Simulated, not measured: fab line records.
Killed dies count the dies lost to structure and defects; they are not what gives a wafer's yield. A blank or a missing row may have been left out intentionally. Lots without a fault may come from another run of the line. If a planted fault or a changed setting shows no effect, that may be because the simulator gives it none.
Matching of chambers    flow n5-finfet    4 sister chambers for N5_BEOL_M0_STRIP_142 on rie-diel-04
The step strips in N2/H2, time 10 s. 8 wafers are shown with their chamber, then 9 later ones without.

## WAFERS PAIRED WITH THEIR CHAMBERS
wafer   chamber  showerhead-plenum-p-Torr (Torr)  drypump-motor-current-A (A)
L083.6  0        2.60                             6.1
L084.2  2        2.58                             5.7
L084.4  0        2.60                             6.0
L086.2  1        2.41                             5.6
L086.6  1        2.41                             5.6
L088.2  3        2.61                             5.1
L088.5  3        2.62                             5.0
L088.6  2        2.57                             5.7

## WAFERS WITH NO CHAMBER GIVEN
wafer   showerhead-plenum-p-Torr (Torr)  drypump-motor-current-A (A)
L092.2  2.57                             5.7
L092.4  2.59                             6.1
L092.6  2.57                             5.7
L094.1  2.57                             5.7
L094.2  2.61                             5.1
L094.3  2.58                             6.1
L094.4  2.72                             5.6
L094.5  2.61                             5.1
L094.6  2.57                             5.7

## WHICH CHAMBER EACH WENT THROUGH
wafer   from the rows above      in truth
L092.2  2                        2
L092.4  0                        0
L092.6  2                        2
L094.1  2                        2
L094.2  3                        3
L094.3  0                        0
L094.4  can't be placed: 3 or 0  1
L094.5  3                        3
L094.6  2                        2
Correctly placed: 8 of 9. Unplaceable from these rows: 1, with the true chamber sitting among the candidates in 0. Wrongly placed: 0.
How it was worked out, from the rows above alone: a wafer's distance from a chamber is the root of the sum, over the readings, of the square of ((its reading less the chamber's mean) divided by the reading's scatter). The wafer belongs to the nearest chamber; if the next one is less than 2 further off, it can't be placed. A chamber's mean is the mean of its shown wafers. The scatter: the root of (the sum of the squares of (reading less its chamber's mean) over the shown wafers, divided by (wafers less chambers)).
